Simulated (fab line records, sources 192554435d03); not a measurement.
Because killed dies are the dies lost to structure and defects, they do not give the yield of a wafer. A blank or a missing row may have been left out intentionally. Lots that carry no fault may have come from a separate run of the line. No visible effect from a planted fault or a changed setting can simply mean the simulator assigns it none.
Matching of chambers ; flow n5 finfet ; N5_BEOL_M10_ETCH_65 on rie diel-06 has 4 sister chambers
The step etches SiARC in CF4, target depth 39 nm, time 65 s. 14 wafers are shown with their chamber, then 7 later ones without.

EACH WAFER AND ITS CHAMBER
wafer;chamber;drypump motor current A (A);showerhead plenum p Torr (Torr);etch rf on time s (s)
L075.1;3;5.8;2.13;64.7
L075.3;1;5.1;2.14;65.5
L075.5;0;4.9;2.09;65.0
L076.1;0;4.9;2.09;64.9
L076.4;3;5.8;2.13;64.7
L076.5;2;6.6;2.19;66.3
L081.1;1;5.2;2.14;64.9
L081.3;2;6.6;2.19;66.5
L081.5;1;5.1;2.14;65.6
L083.2;2;6.6;2.19;66.6
L083.3;1;5.2;2.14;65.8
L083.6;2;6.6;2.19;66.4
L084.1;3;5.8;2.12;65.7
L084.5;0;4.9;2.08;64.7

SIGNATURES (averages over the wafers above)
reading;chamber 0;chamber 1;chamber 2;chamber 3;scatter within a chamber
drypump motor current A;4.900;5.150;6.600;5.800;0.0316
showerhead plenum p Torr;2.0867;2.1400;2.1900;2.1267;0.00365
etch rf on time s;64.867;65.450;66.450;65.033;0.348
Rule: for each reading, subtract the chamber's mean from the wafer's reading, divide by that reading's scatter and square the result; add these up over the readings and take the root, which gives the wafer's distance from the chamber. The wafer belongs to the nearest chamber; if the next one is less than 2 further off, it can't be placed. How the scatter is found: for the shown wafers, subtract from each reading the mean of its chamber, square and add these, divide the total by (wafers less chambers), then take the root.

WAFERS WITHOUT THEIR CHAMBER
wafer;drypump motor current A (A);showerhead plenum p Torr (Torr);etch rf on time s (s)
L084.6;5.2;2.14;65.7
L090.1;5.2;2.13;65.4
L090.5;4.9;2.08;64.1
L090.6;5.8;2.12;65.5
L093.3;5.2;2.13;66.4
L093.5;6.6;2.18;67.5
L093.6;4.9;2.08;64.9

CHAMBER TAKEN BY EACH
wafer;from the rows above;in truth
L084.6;1;1
L090.1;1;1
L090.5;0;0
L090.6;3;3
L093.3;1;1
L093.5;2;2
L093.6;0;0
Correctly placed: 7 of 7. Number that these rows cannot place: 0. Wrongly placed: 0.
